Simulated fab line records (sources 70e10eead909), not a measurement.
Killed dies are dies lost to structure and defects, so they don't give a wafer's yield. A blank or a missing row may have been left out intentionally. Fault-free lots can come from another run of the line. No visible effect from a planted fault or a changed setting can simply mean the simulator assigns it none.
Matching of chambers | flow nand_harc | pecvd-02 running NHARC_P_M1_PRE_CLEAN_32: 3 sister chambers
The step time 12 s. 20 wafers are shown with their chamber, then 10 later ones without.

## EACH WAFER AND ITS CHAMBER
wafer  | chamber | heater_power_w (W)
L074.1 | 2       | 719
L074.3 | 0       | 562
L074.4 | 2       | 739
L078.1 | 1       | 634
L078.3 | 0       | 502
L078.6 | 2       | 750
L084.3 | 0       | 533
L084.4 | 2       | 749
L084.5 | 0       | 554
L086.1 | 1       | 606
L086.3 | 0       | 528
L086.5 | 2       | 711
L087.2 | 1       | 620
L087.3 | 0       | 473
L087.5 | 0       | 463
L085.3 | 0       | 499
L085.4 | 1       | 574
L085.5 | 2       | 636
L090.2 | 0       | 522
L090.4 | 2       | 601

SIGNATURES (means of the wafers above)
reading        | chamber 0 | chamber 1 | chamber 2 | scatter within a chamber
heater_power_w | 515.11    | 608.50    | 700.71    | 43.3
Rule: for a wafer and a chamber, the distance is found by dividing, reading by reading, the gap between the wafer's reading and the chamber's mean by the reading's scatter, squaring, summing and taking the root. The wafer belongs to the nearest chamber; if the next one is less than 2 further off, it can't be placed. How the scatter is found: for the shown wafers, subtract from each reading the mean of its chamber, square and add these, divide the total by (wafers less chambers), then take the root.

## WAFERS WITH NO CHAMBER GIVEN
wafer  | heater_power_w (W)
L090.6 | 530
L093.1 | 704
L093.3 | 605
L093.5 | 470
L094.2 | 641
L094.4 | 537
L094.6 | 603
L096.3 | 672
L096.4 | 682
L096.5 | 541

## THE CHAMBER EACH PASSED THROUGH
wafer  | from the rows above     | in truth
L090.6 | can't be placed: 0 or 1 | 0
L093.1 | 2                       | 2
L093.3 | can't be placed: 1 or 0 | 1
L093.5 | 0                       | 0
L094.2 | can't be placed: 1 or 2 | 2
L094.4 | can't be placed: 0 or 1 | 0
L094.6 | can't be placed: 1 or 0 | 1
L096.3 | can't be placed: 2 or 1 | 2
L096.4 | can't be placed: 2 or 1 | 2
L096.5 | can't be placed: 0 or 1 | 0
Correct placement for 2 of the 10. From these rows, 8 cannot be placed; in 8 the true chamber is one of the candidates. Placed wrongly: 0.
